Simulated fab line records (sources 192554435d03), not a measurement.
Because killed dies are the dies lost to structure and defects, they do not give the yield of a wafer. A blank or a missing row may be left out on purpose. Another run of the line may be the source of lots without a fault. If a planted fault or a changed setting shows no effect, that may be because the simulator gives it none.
Chamber matching    flow n5 finfet    4 sister chambers for N5_BEOL_M0_SAQP_ETCH_107 on rie diel-01
The step etches SiNx in CH3F/O2, target depth 30 nm. 4 wafers are shown with their chamber, then 6 later ones without.

WAFERS PAIRED WITH THEIR CHAMBERS
wafer   chamber  throttle valve pct (%)
L123.4  3        16.47
L128.5  2        15.94
L129.4  1        16.78
L129.5  0        15.97

WAFERS WITH NO CHAMBER GIVEN
wafer   throttle valve pct (%)
L129.6  15.95
L133.1  16.00
L133.2  15.95
L133.5  15.93
L138.3  16.00
L138.5  16.00

CHAMBER TAKEN BY EACH
wafer   from the rows above      in truth
L129.6  can't be placed: 2 or 0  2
L133.1  can't be placed: 0 or 2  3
L133.2  can't be placed: 2 or 0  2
L133.5  can't be placed: 2 or 0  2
L138.3  can't be placed: 0 or 2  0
L138.5  can't be placed: 0 or 2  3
0 of 6 placed correctly. Can't be placed from these rows: 6 (the true chamber is among the candidates in 4). Number placed wrongly: 0.
How it was worked out, from the rows above alone: a wafer's distance from a chamber is the root of the sum, over the readings, of the square of ((its reading less the chamber's mean) divided by the reading's scatter). The wafer belongs to the nearest chamber; if the next one is less than 2 further off, it can't be placed. The mean given for a chamber averages the wafers shown for that chamber. The scatter (one wafer shown for each chamber): square how far every hidden wafer sits from the nearest shown wafer, average those squares and take the square root.
